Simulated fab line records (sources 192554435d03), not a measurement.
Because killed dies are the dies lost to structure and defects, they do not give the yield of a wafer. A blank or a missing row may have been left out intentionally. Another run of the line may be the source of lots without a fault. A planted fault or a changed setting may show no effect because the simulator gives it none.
Matching of chambers | flow n5 finfet | N5_DUMMY_GATE_STRIP_41 on rie diel-02: 4 sister chambers
The step strips in O2. 8 wafers are shown with their chamber, then 7 later ones without.

== WAFERS PAIRED WITH THEIR CHAMBERS ==
wafer  | chamber | drypump motor current A (A) | throttle valve pct (%)
L075.1 | 0       | 5.9                         | 16.69
L076.5 | 2       | 6.0                         | 17.01
L079.4 | 2       | 6.0                         | 17.01
L081.3 | 1       | 6.0                         | 16.91
L081.4 | 3       | 5.6                         | 16.69
L081.5 | 3       | 5.5                         | 16.70
L086.1 | 1       | 6.0                         | 16.93
L086.2 | 0       | 5.9                         | 16.73

== WAFERS WITHOUT THEIR CHAMBER ==
wafer  | drypump motor current A (A) | throttle valve pct (%)
L086.6 | 5.6                         | 16.69
L088.1 | 5.6                         | 16.71
L088.4 | 5.6                         | 16.71
L088.5 | 6.0                         | 16.73
L089.1 | 5.9                         | 16.73
L089.3 | 5.9                         | 16.73
L089.6 | 5.6                         | 16.72

== WHICH CHAMBER EACH ONE RAN IN ==
wafer  | from the rows above | in truth
L086.6 | 3                   | 3
L088.1 | 3                   | 3
L088.4 | 3                   | 3
L088.5 | 0                   | 0
L089.1 | 0                   | 0
L089.3 | 0                   | 0
L089.6 | 3                   | 3
7 of 7 placed correctly. Not placeable from these rows: 0. Wrongly placed: 0.
How it was worked out, from the rows above alone: a wafer's distance from a chamber is the root of the sum, over the readings, of the square of ((its reading less the chamber's mean) divided by the reading's scatter). If the next closest chamber is less than 2 further off than the closest, the wafer can't be placed; otherwise it belongs to the closest. Each chamber's mean is taken over the wafers shown for it. The scatter is the square root of a quotient: the sum, over the shown wafers, of each reading's squared deviation from its chamber's mean, divided by wafers minus chambers.
